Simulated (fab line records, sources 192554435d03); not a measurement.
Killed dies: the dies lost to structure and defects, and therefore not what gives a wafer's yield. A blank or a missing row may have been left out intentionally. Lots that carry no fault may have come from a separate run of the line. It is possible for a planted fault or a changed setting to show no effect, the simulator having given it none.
fab line records	flow n5-finfet	part 1 of 2: steps 1 to 4 of 6
[record] lots = 22	wafers = 66	last-day = 18
route steps=1938 shown MOL_CONTACT_COAG@610 BEOL_M0_SAQP@636 BEOL_M0@718
lots untouched by any fault: they come from a run of this same line in which no faults occurred
start-h: the number of hours between the record's first day and the start of the first shown wafer of the lot	wait-h: hours from the lot's prior step to this one	" the same as in the row above	L1.1+2: one row covering several wafers at once	- either no value or no given start	* or withheld: withheld	< > ~ a bound
route shown NAME@n: names a module that has steps shown in the file, with the first one's number in the route	usual: mean/standard deviation of fault-free wafers	same: alike in all rows	chamber/n: place in a boat	sites: readings site by site	_std_site: how widely they spread, as a standard deviation	_edge_site: the outer-site mean with the inner-site mean subtracted	radius-mm: how far each site lies from the wafer's centre	mask NAME#n: copy n	behind: the tool/chamber that last shaped the wafer	hold: reason for holding the lot/hours on hold/outcome of the hold	device: the transistor (n, p or np) that didn't switch	end of line: tests of these same wafers at the route's end	a step given without rows: its recipe and nothing more	killed: dies that structure and defects cost at the first sort, which is not the same as the wafer's yield	map: per-die view of a wafer (x killed, . not killed, _ where there is no die)
set.NAME: the setting that was run; set.NAME@STEP: the one run at that earlier step	model.NAME: the simulator's own value behind a step, which no gauge read
steps of the route over a sample of lots; a table a step, a row a wafer
services: the hour from which a tool's chamber was out of use, counted from the record's first day as start-h (under 0 if before that day), plus the number of hours and why
[[steps]]
[step N5_MOL_CONTACT_COAG_ETCH_67]
[recipe] chemistry = N2/H2	target = SOC	target-depth-a = 600	overetch-a = 210	mask-material = SiARC	temp-c = 40	time-s = 101.2	ion-energy-ev = 200	pressure-mtorr = 30	source-w = 840	bias-w = 150	n2-flow-sccm = 200	h2-flow-sccm = 200
[usual] drypump-motor-current-A = 5.8/0.32	oes-product-au = 0.69/0.077	rf-vpp-V = 524.2/2.3	showerhead-plenum-p-Torr = 2.55/0.081	throttle-valve-pct = 17.80/0.27
lot.wafer	tool	chamber	start-h	wait-h	drypump-motor-current-A	oes-product-au	rf-hours-counter-h	rf-vpp-V	showerhead-plenum-p-Torr	throttle-valve-pct
L074.1	rie-diel-05	0	107.14	0.0	5.8	0.63	164	524.3	2.53	17.76
L074.3	"	2	"	"	5.9	0.84	1	522.1	2.52	18.26
L074.5	"	2	"	"	5.9	0.83	-	521.6	2.52	18.26
L075.3	rie-diel-05	2	112.60	0.0	5.8	0.81	4	522.4	2.52	18.27
L075.4	"	1	"	"	5.8	0.75	-	524.9	2.58	17.29
L075.6	"	2	"	"	5.9	0.81	-	522.3	2.52	18.27
L076.1	rie-diel-01	0	118.89	0.0	6.2	0.69	95	524.7	2.55	17.75
L076.3	"	3	"	"	5.1	0.56	239	519.3	2.39	17.99
L076.6	"	1	"	"	5.9	0.69	-	528.2	2.67	17.55
L078.2	rie-diel-05	2	132.49	0.0	5.9	0.79	12	522.8	2.52	18.26
L078.4	"	0	"	"	5.8	0.63	175	523.7	2.53	17.81
L078.5	"	0	"	"	5.8	0.63	-	522.6	2.53	17.80
L079.3	rie-diel-05	1	134.93	0.0	5.9	0.74	39	526.0	2.57	17.30
L079.4	"	2	"	"	5.9	0.79	13	522.4	2.52	18.28
L079.6	"	0	"	"	5.8	0.63	-	522.9	2.52	17.80
L080.1	rie-diel-05	3	137.86	0.0	5.3	0.79	3	521.9	2.49	17.93
L080.2	"	0	"	"	5.8	0.63	177	523.5	2.52	17.80
L080.6	"	2	"	"	5.8	0.78	-	522.5	2.52	18.28
L081.2	rie-diel-01	2	154.71	0.0	6.2	0.84	1	525.3	2.59	17.64
L081.4	"	0	"	"	6.2	0.67	-	526.0	2.54	17.78
L081.5	"	1	"	"	5.9	0.67	-	527.2	2.66	17.58
L082.2	rie-diel-03	1	156.89	0.0	5.4	0.59	206	521.0	2.38	17.84
L082.4	"	1	"	"	5.4	0.60	-	520.4	2.38	17.84
L082.6	"	3	"	"	5.7	0.71	-	524.0	2.58	17.64
L083.2	rie-diel-01	2	158.25	0.0	6.2	0.83	3	525.4	2.59	17.66
L083.4	"	2	"	"	6.2	0.83	-	525.7	2.59	17.64
L083.5	"	0	"	"	6.2	0.66	-	523.1	2.54	17.79
L084.1	rie-diel-03	1	159.99	0.0	5.4	0.59	208	520.3	2.38	17.84
L084.3	"	3	"	"	5.6	0.70	57	524.8	2.58	17.64
L084.4	"	1	"	"	5.4	0.60	-	520.0	2.38	17.83
L085.3	rie-diel-01	0	172.26	0.0	6.2	0.66	122	524.5	2.54	17.79
L085.5	"	0	"	"	6.2	0.66	-	523.7	2.54	17.79
L085.6	"	2	"	"	6.2	0.79	-	525.0	2.59	17.65
L086.1	rie-diel-01	2	184.44	0.0	6.2	0.77	18	526.9	2.58	17.67
L086.2	"	3	"	"	5.1	0.82	1	528.4	2.71	17.51
L086.5	"	0	"	"	6.2	0.66	-	524.5	2.53	17.81
L087.2	rie-diel-01	3	186.35	0.0	5.1	0.82	2	528.7	2.71	17.54
L087.4	"	1	"	"	5.9	0.66	115	526.2	2.66	17.62
L087.6	"	2	"	"	6.2	0.78	-	523.4	2.58	17.67
L088.2	rie-diel-03	3	193.82	0.0	5.6	0.69	70	523.8	2.57	17.65
L088.3	"	1	"	"	5.4	0.59	221	520.6	2.38	17.85
L088.5	"	2	"	"	5.7	0.62	-	520.5	2.44	17.90
L091.2	rie-diel-01	0	202.59	0.0	6.2	0.65	137	524.9	2.53	17.82
L091.4	"	0	"	"	6.2	0.65	-	523.4	2.53	17.82
L091.6	"	2	"	"	6.2	0.77	-	527.1	2.58	17.70
L090.1	rie-diel-03	2	202.75	0.0	5.7	0.62	176	521.1	2.44	17.91
L090.5	"	3	"	"	5.6	0.69	-	524.8	2.57	17.67
L090.6	"	2	"	"	5.7	0.62	-	521.4	2.44	17.91
L092.2	rie-diel-01	1	210.75	0.0	5.9	0.65	121	525.5	2.65	17.63
L092.5	"	1	"	"	5.9	0.65	-	526.8	2.65	17.62
L092.6	"	2	"	"	6.2	0.77	-	525.0	2.58	17.68
L093.3	rie-diel-05	2	218.34	0.0	5.9	0.76	30	522.2	2.51	18.31
L093.4	"	0	"	"	5.8	0.62	195	524.2	2.52	17.83
L093.5	"	3	"	"	5.3	0.75	-	522.5	2.48	17.97
L094.4	rie-diel-05	3	227.38	0.0	5.3	0.75	22	523.2	2.48	17.97
L094.5	"	3	"	"	5.3	0.75	-	521.5	2.48	17.96
L094.6	"	0	"	"	5.8	0.62	-	523.2	2.52	17.82
L095.1	rie-diel-03	2	227.50	0.0	5.7	0.61	185	520.4	2.43	17.93
L095.5	"	0	"	"	5.5	0.58	-	526.6	2.61	18.21
L095.6	"	1	"	"	5.4	0.58	-	519.6	2.37	17.87
L097.1	rie-diel-05	2	239.13	0.0	5.9	0.74	36	522.4	2.51	18.31
L097.4	"	1	"	"	5.8	0.71	63	524.1	2.56	17.35
L097.5	"	2	"	"	5.9	0.75	-	522.2	2.51	18.30
L096.1	rie-diel-01	1	239.44	0.0	5.9	0.65	131	527.3	2.65	17.65
L096.2	"	0	"	"	6.2	0.64	148	522.1	2.53	17.84
L096.3	"	3	"	"	5.1	0.75	22	527.0	2.70	17.55
[step N5_BEOL_M0_SAQP_PECVD_96]
[recipe] material = a-Si	target-thk-a = 450	temp-c = 350	precursor = SiH4/He	pressure-torr = 3	rf-w = 100	time-s = 45.2
[usual] heater-power-w = 614/60	showerhead-plenum-p-Torr = 5.68/0.046	throttle-valve-pct = 18.3/1
lot.wafer	tool	chamber	start-h	wait-h	heater-power-w	showerhead-plenum-p-Torr	throttle-valve-pct
L074.1	pecvd-02	0	113.08	0.0	667	5.70	18.7
L074.3	"	1	"	"	564	5.74	19.8
L074.5	"	1	"	"	580	5.74	19.6
L075.3	pecvd-04	0	118.02	0.0	645	5.57	16.7
L075.4	"	2	"	"	571	5.68	16.8
L075.6	"	0	"	"	647	5.59	17.0
L076.1	pecvd-01	1	125.11	0.0	631	5.61	19.2
L076.3	"	2	"	"	587	5.66	18.4
L076.6	"	1	"	"	622	5.62	19.6
L078.2	pecvd-02	2	137.67	0.0	570	5.73	17.6
L078.4	"	1	"	"	589	5.74	19.8
L078.5	"	2	"	"	567	5.72	17.7
L079.3	pecvd-01	0	140.35	0.0	664	5.66	16.6
L079.4	"	1	"	"	647	5.62	19.4
L079.6	"	0	"	"	665	5.65	17.0
L080.1	pecvd-01	1	143.33	0.0	585	5.63	19.4
L080.2	"	0	"	"	707	5.66	16.9
L080.6	"	1	"	"	592	5.62	19.6
L081.2	pecvd-04	1	159.62	0.0	716	5.71	17.2
L081.4	"	1	"	"	710	5.72	17.0
L081.5	"	0	"	"	638	5.60	17.2
L082.2	pecvd-02	2	162.96	0.0	617	5.71	17.6
L082.4	"	2	"	"	607	5.74	17.7
L082.6	"	0	"	"	620	5.69	18.6
L084.1	pecvd-01	1	165.61	0.0	551	5.63	19.8
L084.3	"	0	"	"	674	5.67	16.9
L084.4	"	1	"	"	575	5.62	19.3
L083.2	pecvd-02	1	165.71	0.0	493	5.75	19.7
L083.4	"	1	"	"	513	5.75	19.9
L083.5	"	0	"	"	673	5.69	18.7
L085.3	pecvd-01	0	178.88	0.0	750	5.68	17.1
L085.5	"	1	"	"	637	5.63	19.8
L085.6	"	2	"	"	567	5.66	18.4
L086.1	pecvd-01	1	192.59	0.0	641	5.63	19.6
L086.2	"	2	"	"	555	5.65	18.7
L086.5	"	2	"	"	536	5.65	18.3
L087.2	pecvd-01	1	193.63	0.0	660	5.62	19.7
L087.4	"	2	"	"	550	5.64	18.6
L087.6	"	0	"	"	738	5.65	17.0
L088.2	pecvd-02	0	200.20	0.0	588	5.71	18.3
L088.3	"	2	"	"	573	5.72	17.7
L088.5	"	2	"	"	557	5.71	17.4
L091.2	pecvd-02	1	208.88	0.0	584	5.74	19.8
L091.4	"	1	"	"	588	5.75	20.0
L091.6	"	2	"	"	573	5.72	17.5
L090.1	pecvd-04	2	212.10	0.0	604	5.67	17.0
L090.5	"	0	"	"	652	5.57	17.0
L090.6	"	1	"	"	603	5.72	17.3
L092.2	pecvd-04	2	218.06	0.0	601	5.70	17.3
L092.5	"	2	"	"	605	5.69	17.1
L092.6	"	1	"	"	738	5.71	17.4
L093.3	pecvd-01	0	224.82	0.0	750	5.66	17.2
L093.4	"	1	"	"	591	5.63	19.5
L093.5	"	1	"	"	603	5.61	19.5
L094.4	pecvd-02	0	233.36	0.0	585	5.70	18.5
L094.5	"	1	"	"	588	5.74	20.2
L094.6	"	2	"	"	527	5.70	18.0
L095.1	pecvd-02	1	238.50	0.0	556	5.75	19.9
L095.5	"	1	"	"	554	5.75	19.9
L095.6	"	2	"	"	617	5.72	18.1
L097.1	pecvd-02	0	244.49	0.0	672	5.69	18.7
L097.4	"	0	"	"	667	5.69	18.6
L097.5	"	2	"	"	540	5.72	17.7
L096.1	pecvd-02	0	247.33	0.0	620	5.68	18.4
L096.2	"	2	"	"	576	5.71	18.0
L096.3	"	1	"	"	500	5.74	20.0
[step N5_BEOL_M0_SAQP_ETCH_83]
[recipe] chemistry = CF4	target = SiARC	target-depth-a = 390	mask-material = CAR-ArF	time-s = 65	ion-energy-ev = 80	pressure-mtorr = 40	source-w = 545	bias-w = 36	Ar_flow_sccm = 100	cf4-flow-sccm = 100	ends = cleared
[usual] drypump-motor-current-A = 5.6/0.44	etch-rf-on-time-s = 65.6/2.1	oes-product-au = 0.65/0.068	rf-vpp-V = 183.7/1.2	showerhead-plenum-p-Torr = 2.13/0.06	throttle-valve-pct = 15.71/0.28
lot.wafer	tool	chamber	start-h	wait-h	drypump-motor-current-A	etch-rf-on-time-s	oes-product-au	rf-hours-counter-h	rf-vpp-V	showerhead-plenum-p-Torr	throttle-valve-pct
L074.1	rie-diel-02	3	113.91	0.0	5.0	63.3	0.68	115	183.0	2.09	16.05
L074.3	"	1	"	"	5.9	63.2	0.74	50	182.9	2.09	15.24
L074.5	"	0	"	"	6.0	64.4	0.66	-	184.6	2.14	15.92
L075.3	rie-diel-06	0	118.81	0.0	5.3	65.4	0.75	36	184.4	2.10	15.71
L075.4	"	3	"	"	5.3	63.4	0.66	-	183.0	2.07	15.93
L075.6	"	0	"	"	5.3	64.8	0.75	-	182.2	2.10	15.70
L076.1	rie-diel-06	0	126.11	0.0	5.4	65.1	0.75	38	183.7	2.10	15.72
L076.3	"	1	"	"	5.1	71.1	0.55	245	182.6	2.03	15.84
L076.6	"	1	"	"	5.1	70.8	0.56	-	182.0	2.03	15.84
L078.2	rie-diel-02	3	138.34	0.0	5.1	63.3	0.68	122	183.4	2.08	16.08
L078.4	"	1	"	"	5.9	62.8	0.74	56	182.6	2.09	15.25
L078.5	"	2	"	"	5.8	67.9	0.58	-	182.7	2.13	15.53
L079.3	rie-diel-04	1	141.14	0.0	6.5	66.1	0.68	97	183.9	2.15	15.31
L079.4	"	1	"	"	6.5	66.1	0.68	-	183.9	2.15	15.32
L079.6	"	2	"	"	6.1	67.6	0.59	-	185.4	2.21	15.99
L080.1	rie-diel-02	3	144.12	0.0	5.1	63.5	0.68	123	183.3	2.08	16.07
L080.2	"	2	"	"	5.8	68.4	0.57	215	185.4	2.13	15.54
L080.6	"	3	"	"	5.1	63.9	0.67	-	182.6	2.08	16.08
L081.2	rie-diel-02	3	160.29	0.0	5.1	62.9	0.67	127	182.7	2.08	16.10
L081.4	"	2	"	"	5.8	67.6	0.57	219	183.5	2.13	15.54
L081.5	"	1	"	"	5.9	63.2	0.73	-	183.0	2.08	15.26
L082.2	rie-diel-02	2	163.75	0.0	5.8	69.3	0.57	220	184.2	2.13	15.56
L082.4	"	3	"	"	5.0	63.6	0.67	128	182.8	2.08	16.09
L082.6	"	1	"	"	5.9	64.0	0.73	-	184.3	2.08	15.26
L084.1	rie-diel-06	0	166.29	0.0	5.3	65.5	0.72	54	185.0	2.10	15.73
L084.3	"	3	"	"	5.3	63.2	0.65	159	182.2	2.07	15.98
L084.4	"	1	"	"	5.1	67.0	0.82	-	186.1	2.28	15.34
L083.2	rie-diel-04	0	166.50	0.0	5.6	66.0	0.60	245	182.5	2.12	16.14
L083.4	"	2	"	"	6.1	67.1	0.58	218	185.3	2.21	16.01
L083.5	"	2	"	"	6.2	67.9	0.58	-	184.0	2.21	16.00
L085.3	rie-diel-06	3	179.70	0.0	5.3	63.0	0.65	166	182.4	2.06	15.98
L085.5	"	0	"	"	5.3	65.8	0.72	-	182.4	2.10	15.74
L085.6	"	1	"	"	5.1	66.6	0.79	-	185.8	2.28	15.36
L086.1	rie-diel-02	0	193.25	0.0	5.9	65.2	0.64	178	183.9	2.13	16.00
L086.2	"	2	"	"	5.8	69.0	0.56	230	183.1	2.12	15.55
L086.5	"	2	"	"	5.8	69.1	0.56	-	182.5	2.12	15.56
L087.2	rie-diel-04	2	194.41	0.0	6.1	67.6	0.58	227	184.5	2.21	16.03
L087.4	"	3	"	"	5.3	65.9	0.60	-	186.4	2.22	15.59
L087.6	"	1	"	"	6.5	65.8	0.67	-	183.7	2.14	15.34
L088.2	rie-diel-04	3	201.15	0.0	5.3	66.1	0.60	215	183.3	2.21	15.60
L088.3	"	3	"	"	5.3	66.8	0.60	-	184.6	2.21	15.61
L088.5	"	3	"	"	5.4	66.3	0.60	-	185.2	2.21	15.60
L091.2	rie-diel-04	3	210.01	0.0	5.3	66.4	0.60	218	184.5	2.21	15.60
L091.4	"	2	"	"	6.1	66.8	0.58	231	185.4	2.21	16.01
L091.6	"	0	"	"	5.5	65.6	0.81	-	183.2	2.11	15.64
L090.1	rie-diel-04	1	212.79	0.0	6.4	65.4	0.67	119	184.8	2.14	15.35
L090.5	"	2	"	"	6.1	66.6	0.57	-	185.2	2.20	16.02
L090.6	"	3	"	"	5.3	66.7	0.59	-	185.1	2.21	15.60
L092.2	rie-diel-02	2	218.75	0.0	5.8	69.4	0.56	237	184.0	2.12	15.58
L092.5	"	3	"	"	5.0	64.5	0.65	-	184.4	2.08	16.13
L092.6	"	2	"	"	5.8	68.7	0.56	-	183.6	2.12	15.57
L093.3	rie-diel-06	3	226.07	0.1	5.3	63.4	0.63	-	182.1	2.06	16.02
L093.4	"	3	"	"	5.3	62.9	0.63	-	183.0	2.06	16.02
L093.5	"	3	"	"	5.3	63.3	0.63	-	182.6	2.06	16.02
L094.4	rie-diel-04	2	234.11	0.0	6.1	66.0	0.58	238	184.6	2.20	16.05
L094.5	"	3	"	"	5.3	65.7	0.60	-	185.2	2.21	15.62
L094.6	"	2	"	"	6.1	65.9	0.57	-	184.6	2.20	16.04
L095.1	rie-diel-06	2	239.30	0.0	4.8	67.9	0.76	17	183.6	2.20	15.27
L095.5	"	0	"	"	5.3	65.9	0.70	-	183.0	2.09	15.78
L095.6	"	2	"	"	4.8	68.6	0.76	-	185.0	2.20	15.31
L097.1	rie-diel-02	1	245.21	0.0	5.9	63.5	0.70	87	183.0	2.07	15.31
L097.4	"	0	"	"	6.0	64.3	0.63	-	184.1	2.13	16.02
L097.5	"	1	"	"	5.9	63.4	0.71	-	182.2	2.08	15.33
L096.1	rie-diel-06	0	248.30	0.0	5.3	66.2	0.69	81	184.4	2.09	15.78
L096.2	"	2	"	"	4.8	67.5	0.76	20	183.6	2.20	15.31
L096.3	"	3	"	"	5.3	62.6	0.63	194	182.3	2.05	16.03
[step N5_BEOL_M0_SAQP_ETCH_107]
[recipe] chemistry = CH3F/O2	target = SiNx	target-depth-a = 300	mask-material = SOC	pressure-mtorr = 30	source-w = 395	bias-w = 73	Ar_flow_sccm = 150	CH3F_flow_sccm = 30	O2_flow_sccm = 20	ion-energy-ev = 120
[usual] drypump-motor-current-A = 5.6/0.48	oes-product-au = 0.76/0.076	rf-vpp-V = 298/7.9	showerhead-plenum-p-Torr = 1.99/0.063	throttle-valve-pct = 16.48/0.29
lot.wafer	tool	chamber	start-h	wait-h	drypump-motor-current-A	oes-product-au	rf-hours-counter-h	rf-vpp-V	showerhead-plenum-p-Torr	throttle-valve-pct
L074.1	rie-diel-06	3	118.07	0.0	5.3	0.76	142	291	1.93	16.68
L074.3	"	1	"	"	5.1	0.66	242	304	1.89	16.60
L074.5	"	3	"	"	5.3	0.76	-	291	1.93	16.68
L075.3	rie-diel-06	3	122.96	0.0	5.3	0.76	144	292	1.93	16.71
L075.4	"	3	"	"	5.3	0.76	-	293	1.93	16.67
L075.6	"	0	"	"	5.3	0.87	-	301	1.95	16.43
L076.1	rie-diel-04	2	128.42	0.0	6.1	0.68	207	298	2.07	16.72
L076.3	"	0	"	"	5.6	0.69	235	291	1.97	16.82
L076.6	"	3	"	"	5.3	0.72	-	301	2.09	16.38
L078.2	rie-diel-02	3	140.91	0.0	5.1	0.78	122	304	1.94	16.86
L078.4	"	0	"	"	5.9	0.76	163	290	2.00	16.73
L078.5	"	3	"	"	5.1	0.79	-	304	1.94	16.84
L079.3	rie-diel-04	2	143.74	0.0	6.1	0.69	212	298	2.07	16.76
L079.4	"	3	"	"	5.3	0.72	-	301	2.09	16.38
L079.6	"	1	"	"	6.5	0.82	-	317	2.00	15.98
L080.1	rie-diel-06	2	146.65	0.0	4.8	0.66	243	295	2.07	16.61
L080.2	"	3	"	"	5.3	0.75	152	291	1.93	16.69
L080.6	"	2	"	"	4.8	0.67	-	294	2.07	16.61
L081.2	rie-diel-06	2	162.87	0.0	4.8	0.66	249	294	2.07	16.63
L081.4	"	1	"	"	5.1	0.98	2	309	2.14	16.13
L081.5	"	0	"	"	5.3	0.84	-	301	1.95	16.45
L082.2	rie-diel-04	0	166.23	0.0	5.6	0.69	244	291	1.97	16.84
L082.4	"	1	"	"	6.5	0.79	104	317	1.99	15.98
L082.6	"	0	"	"	5.6	0.69	-	290	1.97	16.85
L084.1	rie-diel-04	1	169.87	0.0	6.5	0.79	105	316	1.99	15.98
L084.3	"	2	"	"	6.1	0.68	219	297	2.07	16.77
L084.4	"	3	"	"	5.3	0.71	205	300	2.09	16.40
L083.2	rie-diel-04	0	170.23	0.0	5.5	0.70	246	292	1.97	16.85
L083.4	"	3	"	"	5.3	0.72	205	302	2.09	16.40
L083.5	"	2	"	"	6.1	0.69	-	297	2.07	16.76
L085.3	rie-diel-04	3	182.66	0.0	5.3	0.70	209	302	2.09	16.40
L085.5	"	1	"	"	6.5	0.79	-	317	1.99	16.00
L085.6	"	2	"	"	6.1	0.68	-	296	2.07	16.76
L086.1	rie-diel-04	3	195.75	0.0	5.3	0.70	213	302	2.08	16.40
L086.2	"	1	"	"	6.5	0.78	113	316	1.99	15.98
L086.5	"	2	"	"	6.1	0.67	-	297	2.06	16.77
L087.2	rie-diel-04	3	196.80	0.0	5.3	0.70	213	302	2.08	16.39
L087.4	"	2	"	"	6.1	0.68	-	298	2.06	16.79
L087.6	"	1	"	"	6.5	0.78	-	314	1.99	16.01
L088.2	rie-diel-06	0	203.94	0.0	5.3	0.84	66	300	1.94	16.50
L088.3	"	2	"	"	4.8	0.93	8	293	2.07	16.11
L088.5	"	0	"	"	5.4	0.85	-	300	1.94	16.49
L091.2	rie-diel-06	3	213.09	0.0	5.3	0.73	180	291	1.92	16.76
L091.4	"	3	"	"	5.3	0.73	-	290	1.92	16.74
L091.6	"	0	"	"	5.3	0.83	-	301	1.94	16.49
L090.1	rie-diel-02	3	215.20	0.0	5.0	0.77	142	304	1.93	16.89
L090.5	"	1	"	"	5.9	0.82	-	286	1.94	16.05
L090.6	"	0	"	"	6.0	0.74	-	291	1.99	16.77
L092.2	rie-diel-04	0	221.17	0.0	5.6	0.93	5	291	1.96	16.37
L092.5	"	3	"	"	5.3	0.70	-	302	2.08	16.43
L092.6	"	0	"	"	5.6	0.94	-	290	1.96	16.35
L093.3	rie-diel-06	3	229.23	0.1	5.3	0.73	-	290	1.92	16.76
L093.4	"	0	"	"	5.3	0.82	-	299	1.94	16.49
L093.5	"	0	"	"	5.3	0.81	-	300	1.94	16.50
L094.4	rie-diel-02	1	236.84	0.0	5.9	0.81	85	286	1.94	16.07
L094.5	"	3	"	"	5.1	0.76	-	305	1.93	16.89
L094.6	"	0	"	"	6.0	0.73	-	290	1.99	16.78
L095.1	rie-diel-06	2	241.92	0.0	4.8	0.90	17	295	2.07	16.13
L095.5	"	0	"	"	5.3	0.81	-	300	1.94	16.51
L095.6	"	3	"	"	5.3	0.72	-	291	1.91	16.76
L097.1	rie-diel-02	1	248.67	0.0	5.9	0.82	88	286	1.94	16.08
L097.4	"	2	"	"	5.8	0.65	-	300	1.96	16.20
L097.5	"	1	"	"	5.9	0.82	-	286	1.94	16.08
L096.1	rie-diel-06	0	250.64	0.0	5.3	0.80	81	302	1.94	16.50
L096.2	"	3	"	"	5.3	0.71	194	290	1.91	16.79
L096.3	"	2	"	"	4.8	0.88	21	294	2.06	16.14
